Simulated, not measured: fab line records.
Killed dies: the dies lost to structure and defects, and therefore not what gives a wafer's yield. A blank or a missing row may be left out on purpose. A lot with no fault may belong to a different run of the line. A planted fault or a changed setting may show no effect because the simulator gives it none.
fab line records ; flow nand_harc
record: lots: 5; wafers: 15; last_day: 31
route steps=1302 shown P_CONTACT@236 P_M0@253 END@1302
lots that met no fault: taken from a fault-free run of the same line
start_h: hours from the record's opening day to when the first of the lot's shown wafers began ; wait_h: hours since the lot's step before ; " unchanged from the row above ; L1.1+2: a row that stands for several wafers ; - no value, or no start was given ; * or withheld: withheld ; < > ~ a bound
route shown NAME@n: NAME is a module with steps in the file, n the number in the route of the first one ; usual: the fault-free wafers' mean and standard deviation ; same: alike in all rows ; chamber/n: place in a boat ; sites: readings site by site ; _std_site: their standard deviation ; _edge_site: inner sites' mean taken away from outer sites' mean ; radius_mm: how far each site lies from the wafer's centre ; mask NAME#n: copy n ; behind: the most recent tool/chamber to have shaped the wafer ; hold: what put the lot on hold/how long, in hours/how the hold closed ; device: the n, p or np transistor that did not switch ; end of line: the route-end tests of the same wafers ; a step with no rows: only its recipe ; killed: count of dies lost to structure and defects at first sort (not the wafer's yield) ; map: the dies of a wafer, with x for killed, . for not killed, _ for no die there
set.NAME: the setting the step ran with; set.NAME@STEP: the setting that earlier step ran with ; model.NAME: the simulator's own value behind a step, which no gauge read
lots seen at some steps along the route; tables by step, rows by wafer
services: from which hour (start_h, from the record's first day; less than 0 if before it) a tool's chamber was out of use, for how many hours, and why
== steps ==
step: NHARC_P_CONTACT_ETCH_35
recipe: target_depth_a: 390; over_etch_frac: 0.3; time_s: 65; ion_energy_ev: 80; cf4_flow_sccm: 150; ar_flow_sccm: 0; rf_w: 300; bias_w: 100; chemistry: CF4
step: NHARC_P_CONTACT_ETCH_36
recipe: target_depth_a: 2600; over_etch_frac: 0.25; time_s: 406.25; ion_energy_ev: 200; n2_flow_sccm: 150; h2_flow_sccm: 150; ar_flow_sccm: 0; rf_w: 400; bias_w: 150; chemistry: N2/H2
step: NHARC_P_CONTACT_ETCH_18
recipe: target_depth_a: 4810; time_s: 240.5; c4f8_flow_sccm: 20; o2_flow_sccm: 10; ar_flow_sccm: withheld; rf_w: 600; bias_w: 1500; chemistry: C4F8/O2/Ar
step: NHARC_P_CONTACT_STRIP_37
recipe: c4f8_flow_sccm: withheld; o2_flow_sccm: 8; ar_flow_sccm: withheld; bias_w: 0; chemistry: C4F8/O2/Ar
step: NHARC_P_CONTACT_ETCH_31
recipe: target_depth_a: 300; time_s: 85.7; ion_energy_ev: 120; over_etch_frac: 1; ch3f_flow_sccm: 50; o2_flow_sccm: 30; ar_flow_sccm: 200; rf_w: 500; bias_w: 100; chemistry: CH3F/O2
step: NHARC_P_CONTACT_CD_MEAS_19
usual: cd_nm: 90.4/1.9
lot.wafer;tool;chamber;start_h;wait_h;cd_nm
L570.4;cd_sem-02;-;156.98;-;90.4
L570.5;cd_sem-02;-;156.98;-;94.0
L570.6;cd_sem-02;-;156.98;-;89.3
L575.4;cd_sem-01;-;203.22;-;93.0
L575.5;cd_sem-01;-;203.22;-;94.0
L575.6;cd_sem-01;-;203.22;-;90.3
L577.3;cd_sem-01;-;226.43;-;89.8
L577.4;cd_sem-01;-;226.43;-;89.7
L577.5;cd_sem-01;-;226.43;-;90.3
L578.1;cd_sem-02;-;234.11;-;92.1
L578.4;cd_sem-02;-;234.11;-;91.6
L578.6;cd_sem-02;-;234.11;-;91.0
L584.1;cd_sem-03;-;302.94;-;94.2
L584.3;cd_sem-03;-;302.94;-;89.4
L584.4;cd_sem-03;-;302.94;-;88.9
step: NHARC_P_CONTACT_STRIP_28
recipe: o2_flow_sccm: 500; ar_flow_sccm: 0; bias_w: 0; chemistry: O2
step: NHARC_P_CONTACT_STRIP_29
recipe: time_s: 1200; temp_c: 72.5; chemistry: post_etch_residue_remover
step: NHARC_P_CONTACT_DEGAS_38
recipe: temp_c: 300; time_s: 60
usual: heater_power_w: 443/30
lot.wafer;tool;chamber;start_h;wait_h;heater_power_w
L570.4;pvd_sputter-03;-;157.69;-;458
L570.6;pvd_sputter-03;-;157.69;-;488
L570.5;pvd_sputter-03;-;157.69;-;465
L575.4;pvd_sputter-02;-;203.95;-;423
L575.6;pvd_sputter-02;-;203.95;-;421
L575.5;pvd_sputter-02;-;203.95;-;527
L577.4;pvd_sputter-03;-;227.15;-;424
L577.3;pvd_sputter-03;-;227.15;-;390
L577.5;pvd_sputter-03;-;227.15;-;444
L578.4;pvd_sputter-02;-;234.82;-;467
L578.1;pvd_sputter-02;-;234.82;-;515
L578.6;pvd_sputter-02;-;234.82;-;467
L584.1;pvd_sputter-02;-;303.66;-;431
L584.3;pvd_sputter-02;-;303.66;-;415
L584.4;pvd_sputter-02;-;303.66;-;491
step: NHARC_P_CONTACT_PRE_CLEAN_39
recipe: time_s: 19.5; bias_v: 250; gas: Ar
step: NHARC_P_CONTACT_PVD_32
recipe: target_thk_a: 50; chamber_pressure_pa: 5; power_w: 5000; substrate_temp_c: 200; time_s: 17.7; material: Ti
step: NHARC_P_CONTACT_ALD_22
recipe: target_thk_a: 30; pulse_time_s: 1; ald_cycles: 150; temp_c: 450; material: TiN
usual: heater_power_w: 1057/63; precursor_pulse_height_rel: 1.001/0.019
lot.wafer;tool;chamber;start_h;wait_h;heater_power_w;precursor_pulse_height_rel
L570.4;ald_metal-02;2;157.96;-;1049;1.000
L570.6;ald_metal-02;0;157.96;-;1019;1.003
L570.5;ald_metal-02;1;157.96;-;1123;0.991
L575.4;ald_metal-03;2;204.25;-;960;0.969
L575.5;ald_metal-03;2;204.25;-;962;0.979
L575.6;ald_metal-03;3;204.25;-;1179;1.014
L577.3;ald_metal-01;0;227.44;-;975;0.974
L577.4;ald_metal-01;1;227.44;-;1014;1.012
L577.5;ald_metal-01;3;227.44;-;1050;1.016
L578.1;ald_metal-03;3;235.07;-;1099;0.983
L578.4;ald_metal-03;3;235.07;-;1105;0.993
L578.6;ald_metal-03;1;235.07;-;1004;0.996
L584.1;ald_metal-02;3;303.90;-;1028;1.002
L584.3;ald_metal-02;1;303.90;-;1142;1.003
L584.4;ald_metal-02;2;303.90;-;985;1.031
step: NHARC_P_CONTACT_CVD_23
recipe: target_thk_a: 2000; temp_c: 300; pressure_torr: 40; wf6_flow_sccm: 40; h2_flow_sccm: 1600; ar_flow_sccm: 1560; time_s: 557; material: W
usual: heater_power_w: 478/36; mfc_wf6_sccm: 40.00/0.12; throttle_valve_pct: 8.0/0.32
lot.wafer;tool;chamber;start_h;wait_h;heater_power_w;mfc_wf6_sccm;throttle_valve_pct
L570.4;cvd_w-02;1;158.31;-;514;39.78;7.4
L570.5;cvd_w-02;1;158.31;-;519;39.84;7.4
L570.6;cvd_w-02;0;158.31;-;440;40.10;8.1
L575.4;cvd_w-02;1;204.63;-;519;39.84;7.4
L575.6;cvd_w-02;1;204.63;-;525;39.94;7.5
L575.5;cvd_w-02;0;204.63;-;438;39.96;7.8
L577.4;cvd_w-01;1;227.78;-;491;40.13;8.4
L577.3;cvd_w-01;0;227.78;-;458;39.92;8.5
L577.5;cvd_w-01;0;227.78;-;452;40.05;8.5
L578.1;cvd_w-01;1;235.40;-;486;39.99;8.3
L578.4;cvd_w-01;1;235.40;-;488;39.80;8.1
L578.6;cvd_w-01;1;235.40;-;480;39.99;7.9
L584.1;cvd_w-02;0;304.10;-;427;40.08;8.3
L584.4;cvd_w-02;0;304.10;-;429;40.03;8.2
L584.3;cvd_w-02;1;304.10;-;536;39.74;7.7
step: NHARC_P_CONTACT_CMP_24
recipe: t_overpolish_s: 30; target_thk_nm: 200
usual: motor_current_A: 12.4/1.3; overpolish_run_s: 30.000/0.0086; slurry_filter_dp_kPa: 13.50/0.13; slurry_flow_ml_min: 149.9/0.48; time_to_endpoint_s: 40.6/3
lot.wafer;tool;chamber;start_h;wait_h;motor_current_A;overpolish_run_s;slurry_filter_dp_kPa;slurry_flow_ml_min;time_to_endpoint_s
L570.4;cmp-02;3;158.85;0.5;11.8;30.004;13.52;149.0;40.8
L570.5;cmp-02;0;158.85;0.5;12.2;29.992;13.57;149.5;44.4
L570.6;cmp-02;1;158.85;0.5;12.3;30.017;13.70;149.2;42.1
L575.4;cmp-04;1;205.10;0.4;16.2;29.995;13.47;150.6;43.2
L575.6;cmp-04;1;205.10;0.4;15.4;29.994;13.60;150.3;39.9
L575.5;cmp-04;2;205.10;0.4;11.7;30.006;13.43;150.0;42.7
L577.4;cmp-03;3;228.25;0.4;13.2;29.987;13.49;149.9;37.3
L577.3;cmp-03;1;228.25;0.4;11.7;29.988;13.47;150.2;38.2
L577.5;cmp-03;0;228.25;0.4;12.2;29.998;13.37;149.9;33.3
L578.1;cmp-03;0;235.95;0.5;12.6;30.014;13.51;150.5;34.6
L578.4;cmp-03;1;235.95;0.5;11.2;30.001;13.49;150.4;37.7
L578.6;cmp-03;0;235.95;0.5;13.5;30.000;13.39;149.7;32.1
L584.1;cmp-03;3;304.74;0.6;13.5;29.994;13.23;149.4;43.9
L584.4;cmp-03;0;304.74;0.6;12.8;29.982;13.67;148.5;40.5
L584.3;cmp-03;1;304.74;0.6;12.2;29.998;13.41;150.0;43.8
step: NHARC_P_CONTACT_SRD_26
step: NHARC_P_M0_DEP_00
recipe: target_thk_a: 1500; target_thk_nm: 150; temp_c: withheld; pressure_torr: 5; flow_sccm: 200; rf_w: 600; material: SiOC
step: NHARC_P_M0_DEHYDRATE_01
recipe: temp_c: 150; time_s: 120
step: NHARC_P_M0_HMDS_02
recipe: time_s: 30
step: NHARC_P_M0_COAT_33
recipe: temp_c: 200; time_s: 65
step: NHARC_P_M0_COAT_03
recipe: spin_rpm: 1500; resist_thk_nm: 90
step: NHARC_P_M0_SOFTBAKE_04
recipe: temp_c: 105; time_s: 55
step: NHARC_P_M0_EBR_05
step: NHARC_P_M0_EXPOSE_06
recipe: na: 1.35; target_cd_nm: 90; dose_mj: 81.28; mask_id: P_M0
step: NHARC_P_M0_PEB_07
recipe: peb_temp_c: 100; peb_time_s: 65
step: NHARC_P_M0_DEVELOP_08
recipe: develop_time_s: 35; dev_temp_c: 23
step: NHARC_P_M0_CD_MEAS_09
recipe: target_cd_nm: 90; landing_energy_ev: 500
usual: cd_nm: 89.8/0.68
lot.wafer;tool;chamber;start_h;wait_h;cd_nm
L570.4;cd_sem-01;0;160.09;-;90.3
L570.5;cd_sem-01;0;160.09;-;91.1
L570.6;cd_sem-01;0;160.09;-;91.1
L575.4;cd_sem-02;0;206.29;-;89.0
L575.5;cd_sem-02;0;206.29;-;89.3
L575.6;cd_sem-02;0;206.29;-;89.2
L577.3;cd_sem-02;0;229.79;-;89.8
L577.4;cd_sem-02;0;229.79;-;90.2
L577.5;cd_sem-02;0;229.79;-;89.6
L578.1;cd_sem-03;0;237.25;-;89.7
L578.4;cd_sem-03;0;237.25;-;89.7
L578.6;cd_sem-03;0;237.25;-;88.8
L584.1;cd_sem-03;0;306.03;-;90.3
L584.3;cd_sem-03;0;306.03;-;90.9
L584.4;cd_sem-03;0;306.03;-;90.2
step: NHARC_P_M0_OVL_MEAS_10
recipe: pitch_nm: 180
usual: overlay_x_nm: -0.1/0.89; overlay_y_nm: 0.0/0.96
lot.wafer;tool;chamber;start_h;wait_h;overlay_x_nm;overlay_y_nm
L570.4;overlay-02;-;160.18;-;-1.3;-2.2
L570.5;overlay-02;-;160.18;-;-1.4;-2.1
L570.6;overlay-02;-;160.18;-;-1.3;-1.8
L575.4;overlay-01;-;206.37;-;-2.3;0.1
L575.5;overlay-01;-;206.37;-;-2.4;0.8
L575.6;overlay-01;-;206.37;-;-2.2;0.3
L577.3;overlay-01;-;229.88;-;0.0;0.9
L577.4;overlay-01;-;229.88;-;-0.1;0.8
L577.5;overlay-01;-;229.88;-;0.1;0.3
L578.1;overlay-01;-;237.34;-;0.0;0.7
L578.4;overlay-01;-;237.34;-;0.4;0.7
L578.6;overlay-01;-;237.34;-;0.0;1.1
L584.1;overlay-02;-;306.12;-;-0.3;-1.4
L584.3;overlay-02;-;306.12;-;-0.2;-0.8
L584.4;overlay-02;-;306.12;-;-0.2;-0.3
step: NHARC_P_M0_DESCUM_14
recipe: time_s: 3; o2_flow_sccm: 200; ar_flow_sccm: 0; bias_power_w: 0; chemistry: O2
step: NHARC_P_M0_ETCH_34
recipe: target_depth_a: 400; overetch_a: 120; time_s: 43.94; ion_energy_ev: 200; n2_flow_sccm: 150; h2_flow_sccm: 150; ar_flow_sccm: 0; rf_w: 400; bias_w: 150; chemistry: N2/H2
usual: drypump_motor_current_A: 5.8/0.5; n2_flow_sccm: 150.0/0.45; oes_product_au: 1.002/0.01; rf_vpp_V: 430.1/2.7; showerhead_plenum_p_Torr: 2.02/0.091; throttle_valve_pct: 14.171/0.009
lot.wafer;tool;chamber;start_h;wait_h;drypump_motor_current_A;n2_flow_sccm;oes_product_au;rf_hours_counter_h;rf_vpp_V;showerhead_plenum_p_Torr;throttle_valve_pct
L570.4;rie_diel-06;0;160.43;0.1;5.6;150.2;1.009;8;433.7;2.16;14.192
L570.6;rie_diel-06;1;160.43;0.1;5.5;150.1;0.992;-;434.1;2.12;14.172
L570.5;rie_diel-06;2;160.43;0.1;5.0;150.1;1.025;-;429.9;2.04;14.179
L575.4;rie_diel-04;1;206.56;0.1;6.0;150.0;1.004;4;428.4;1.98;14.162
L575.6;rie_diel-04;3;206.56;0.1;5.7;150.8;0.999;-;427.9;1.95;14.181
L575.5;rie_diel-04;0;206.56;0.1;6.6;150.0;1.017;-;433.5;2.16;14.178
L577.4;rie_diel-06;3;230.07;0.1;6.5;150.1;1.003;34;427.4;1.91;14.185
L577.3;rie_diel-06;0;230.07;0.1;5.7;149.2;1.000;31;433.4;2.15;14.163
L577.5;rie_diel-06;2;230.07;0.1;5.0;150.3;1.011;-;429.9;2.03;14.172
L578.4;rie_diel-04;3;237.54;0.1;5.7;149.8;1.008;7;429.3;1.95;14.168
L578.1;rie_diel-04;1;237.54;0.1;6.0;149.4;0.993;9;428.0;1.98;14.180
L578.6;rie_diel-04;2;237.54;0.1;5.8;150.7;0.998;-;426.4;1.91;14.155
L584.1;rie_diel-04;3;306.31;0.1;5.7;149.4;0.989;21;428.2;1.95;14.174
L584.3;rie_diel-04;0;306.31;0.1;6.6;149.9;1.010;20;432.9;2.15;14.189
L584.4;rie_diel-04;1;306.31;0.1;6.0;149.5;0.995;20;429.9;1.97;14.168
step: NHARC_P_M0_ETCH_15
recipe: target_depth_a: 1500; overetch_a: 150; time_s: 82.5; c4f8_flow_sccm: withheld; ar_flow_sccm: 400; rf_w: 600; bias_w: 300; chemistry: C4F8/Ar
usual: oes_product_au: 0.955/0.023; rf_vpp_V: 440.4/2.7
lot.wafer;tool;chamber;start_h;wait_h;oes_product_au;rf_hours_counter_h;rf_vpp_V
L570.4;rie_diel-06;0;-;-;0.945;8;444.1
L570.5;rie_diel-06;0;-;-;0.947;-;443.9
L570.6;rie_diel-06;1;-;-;0.933;-;443.0
L575.4;rie_diel-04;2;-;-;0.989;4;436.9
L575.6;rie_diel-04;0;-;-;0.964;-;443.8
L575.5;rie_diel-04;1;-;-;0.966;-;438.8
L577.3;rie_diel-06;1;-;-;0.959;30;443.6
L577.4;rie_diel-06;3;-;-;0.983;34;437.4
L577.5;rie_diel-06;2;-;-;0.997;-;440.4
L578.4;rie_diel-04;1;-;-;0.938;9;437.8
L578.1;rie_diel-04;2;-;-;0.945;10;437.5
L578.6;rie_diel-04;1;-;-;0.937;-;440.0
L584.4;rie_diel-04;1;-;-;0.981;21;438.6
L584.3;rie_diel-04;2;-;-;0.964;24;438.1
L584.1;rie_diel-04;3;-;-;0.950;21;439.4
step: NHARC_P_M0_CD_MEAS_16
usual: cd_nm: 89.6/0.93
lot.wafer;tool;chamber;start_h;wait_h;cd_nm
L570.4;cd_sem-03;-;160.64;-;90.7
L570.5;cd_sem-03;-;160.64;-;90.6
L570.6;cd_sem-03;-;160.64;-;90.6
L575.4;cd_sem-01;-;206.77;-;88.7
L575.5;cd_sem-01;-;206.77;-;89.1
L575.6;cd_sem-01;-;206.77;-;88.4
L577.3;cd_sem-02;-;230.28;-;89.8
L577.4;cd_sem-02;-;230.28;-;91.1
L577.5;cd_sem-02;-;230.28;-;89.0
L578.1;cd_sem-02;-;238.28;-;89.3
L578.4;cd_sem-02;-;238.28;-;89.5
L578.6;cd_sem-02;-;238.28;-;88.3
L584.1;cd_sem-02;-;306.51;-;89.9
L584.3;cd_sem-02;-;306.51;-;90.2
L584.4;cd_sem-02;-;306.51;-;90.0
step: NHARC_P_M0_STRIP_18
recipe: power_w: 1000; n2_flow_sccm: 150; h2_flow_sccm: 150; ar_flow_sccm: 0; bias_w: 0; chemistry: N2/H2
step: NHARC_P_M0_STRIP_19
recipe: time_s: 600; temp_c: 30; chemistry: post_etch_residue_remover
step: NHARC_P_M0_DEGAS_28
recipe: temp_c: 250; time_s: 60
step: NHARC_P_M0_PRE_CLEAN_29
recipe: time_s: 30; temp_c: 280; gas: H2/He
step: NHARC_P_M0_PVD_20
recipe: target_thk_a: 50; bias_v: 168.6; power_w: 15000; chamber_pressure_pa: 0.12; time_s: 8.06; substrate_temp_c: 50; material: TaN
step: NHARC_P_M0_PVD_21
recipe: target_thk_a: 300; chamber_pressure_pa: 5; power_w: 5000; substrate_temp_c: 30; time_s: 20.49; material: Cu
step: NHARC_P_M0_ECD_22
recipe: target_thk_a: 4000; bath_temp_c: 25; material: Cu
step: NHARC_P_M0_ANNEAL_30
recipe: temp_c: 225; time_s: 90
step: NHARC_END_SORT_01
recipe: temp_c: 25
usual: killed_at_array: 53/19; killed_at_other: 0.7/1.1; killed_at_periphery: 4.2/2.7; killed_dies: 58/18; killed_open: 3.1/1.9; killed_short: 2.5/1.6
same: gross_dies: 677
lot.wafer;tool;chamber;start_h;wait_h;killed_at_array;killed_at_other;killed_at_periphery;killed_dies;killed_open;killed_short
L578.1;prober-01;0;662.49;2.5;91;0;6;97;2;2
L578.4;prober-01;0;664.89;3.4;79;1;5;85;3;4
L578.6;prober-01;0;666.50;4.0;81;0;8;89;3;1
L577.3;prober-02;0;671.82;3.1;59;0;3;62;6;2
L577.4;prober-02;0;672.61;3.4;49;0;1;50;4;5
L577.5;prober-02;0;673.41;3.7;49;1;3;53;2;3
L584.1;prober-01;0;752.09;2.5;58;0;24;82;0;4
L584.4;prober-01;0;754.51;3.4;61;0;14;75;2;4
killed by level:class
L578.1 A_SLIT:chamber_film_flake=35 A_CHANNEL_HOLE_D1:chamber_film_flake=31 A_CHANNEL_HOLE_D2:chamber_film_flake=15 P_ZERO_WELL:chamber_film_flake=3 A_CHANNEL_FILL_D1:geometric_particle:open=2 P_STI:chamber_film_flake=2 A_CONTACT:chamber_film_flake=2 A_BONDPAD:chamber_film_flake=2
L578.4 A_CHANNEL_HOLE_D1:chamber_film_flake=30 A_SLIT:chamber_film_flake=21 A_CHANNEL_HOLE_D2:chamber_film_flake=10 A_BONDPAD:chamber_film_flake=5 A_CONTACT:chamber_film_flake=4 P_ZERO_WELL:chamber_film_flake=2 P_BONDPAD:chamber_film_flake=2 P_CONTACT:geometric_particle:short=1
L578.6 A_CHANNEL_HOLE_D1:chamber_film_flake=34 A_SLIT:chamber_film_flake=17 A_CHANNEL_HOLE_D2:chamber_film_flake=14 A_BONDPAD:chamber_film_flake=6 A_CONTACT:chamber_film_flake=5 P_ZERO_WELL:chamber_film_flake=4 A_CHANNEL_FILL_D2:chamber_film_flake=2 P_CONTACT:geometric_particle:open=1
L577.3 A_SLIT:chamber_film_flake=30 A_CHANNEL_HOLE_D2:chamber_film_flake=12 A_CHANNEL_HOLE_D1:chamber_film_flake=7 A_M0:geometric_particle:open=4 A_STAIRCASE:chamber_film_flake=3 P_M0:geometric_particle:open=1 A_ONON_D2:geometric_particle:open=1 A_WL_FILL:geometric_particle:short=1
L577.4 A_SLIT:chamber_film_flake=21 A_CHANNEL_HOLE_D1:chamber_film_flake=6 A_CHANNEL_HOLE_D2:chamber_film_flake=6 A_STAIRCASE:chamber_film_flake=4 A_ONON_D1:geometric_particle:short=1 A_CHANNEL_FILL_D1:geometric_particle:short=1 A_ONON_D2:geometric_particle:open=1 A_ONON_D2:geometric_particle:short=1
L577.5 A_SLIT:chamber_film_flake=22 A_CHANNEL_HOLE_D2:chamber_film_flake=15 A_CHANNEL_HOLE_D1:chamber_film_flake=4 A_ONON_D1:geometric_particle:short=2 P_M1:chamber_film_flake=2 A_CHANNEL_FILL_D2:chamber_film_flake=2 P_GATE:geometric_particle:open=1 A_ONON_D1:geometric_particle:open=1
L584.1 P_CONTACT:unspecified=23 A_SLIT:chamber_film_flake=19 A_CHANNEL_HOLE_D1:chamber_film_flake=15 A_CHANNEL_HOLE_D2:chamber_film_flake=11 A_CONTACT:chamber_film_flake=5 A_STAIRCASE:chamber_film_flake=4 A_CHANNEL_HOLE_D2:geometric_particle:short=2 A_CHANNEL_FILL_D2:geometric_particle:short=1
L584.4 A_CHANNEL_HOLE_D1:chamber_film_flake=19 A_SLIT:chamber_film_flake=19 P_CONTACT:unspecified=11 A_CHANNEL_HOLE_D2:chamber_film_flake=11 A_CONTACT:chamber_film_flake=5 A_WL_FILL:geometric_particle:short=2 P_STI:chamber_film_flake=2 A_ONON_D1:geometric_particle:short=1
map L584.3 (x killed, . not)
____________.____________
_________x......_________
_______.......xxx._______
______x....xxxx....______
_____.x..x..xxx....._____
____.......xxxx.x....____
____......x.xxxx.....____
___..........xx......x___
___.....x.xxxxxx......___
__..........x.x.x...xxx__
__..................xxx__
_..............xx..xxxxx_
_...................x.x._
_....................xxx_
_.....................xx_
_......................._
.....................x...
................x........
.................x....x..
......x..................
.........................
_......................._
_................x......_
_......................._
_......................._
_..................x...._
__..........x..........__
__....x.....x.....x....__
___...x...xx.......x..___
___....x.x.x.....x....___
____...xxxx..........____
____...xx.xx..x......____
_____..xxxx.xx...x.._____
______.xx.xx..x....______
_______xxxx....x.._______
_________...xx.._________
____________.____________
map L570.6 (x killed, . not)
____________.____________
_________......._________
_______..........._______
______.x.....xx....______
_____.......x......._____
____........xx.......____
____x.......xxxx....x____
___........x.x......xx___
___........x.........x___
__..........xxx....xxxx__
__.................xx.x__
_...................xxxx_
_.....x...x.........xx.x_
_.................x..x.x_
_....................xxx_
_....................x.._
.......x............x.x..
.........................
.........................
.........................
.........................
_......................._
_......................._
_.........x............._
_......................._
_................x......_
__..x....x.............__
__........x............__
___.x.................___
___.................x.___
____.................____
____.................____
_____........x......_____
______.............______
_______..........._______
_________......._________
____________.____________
== services ==
tool;chamber;start_h;hours;kind
rie_diel-04;3;142.34;4.6;repair
ald_metal-03;0;148.30;9.4;repair
rie_diel-04;2;152.29;11.4;repair
pvd_sputter-02;-;154.95;3.2;repair
ald_metal-03;1;164.19;28.0;repair
cmp-03;-;165.26;0.8;repair
rie_diel-04;0;167.20;4.7;repair
rie_diel-04;1;168.83;6.3;repair
pvd_sputter-03;-;170.00;10.0;pm
rie_diel-04;-;178.46;9.0;pm
cvd_w-01;-;185.00;13.0;pm
cmp-03;-;197.19;4.0;pm
pvd_sputter-03;-;203.14;1.0;repair
ald_metal-03;-;212.00;10.0;pm
cvd_w-02;1;228.95;5.9;repair
ald_metal-02;-;254.00;10.0;pm
rie_diel-04;1;260.17;2.2;repair
pvd_sputter-02;-;263.14;1.9;repair
cvd_w-02;-;269.00;13.0;pm
pvd_sputter-02;-;282.04;10.0;pm
cvd_w-01;0;287.64;7.9;repair
ald_metal-02;3;288.89;11.9;repair
cmp-03;-;291.87;6.8;repair
rie_diel-04;1;301.27;1.5;repair
== key ==
first_sign: step: NHARC_END_SORT_01; reading: killed_at_periphery; direction: up; sigmas: 5.5; usual: 4.2; struck: 19
effect none on later readings
met_at NHARC_P_CONTACT_CVD_23
struck_wafers L584.1,L584.4
tester_left_out L584
onset_between 204.63 304.10
fault: kind: chamber_particle_source; tool: cvd_w-02; chamber: 0; onset_h: 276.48; steps: NHARC_P_CONTACT_CVD_23; rate_per_visit_cm2: 0.03517; end_h: 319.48
tester_left_out: of these lots the tester's yield and bins aren't shown, on N5 and GAA mostly nor the transistor test; their killed dies are dies lost to structure and defects alone, not to doping, threshold or leakage, so they don't give the yield
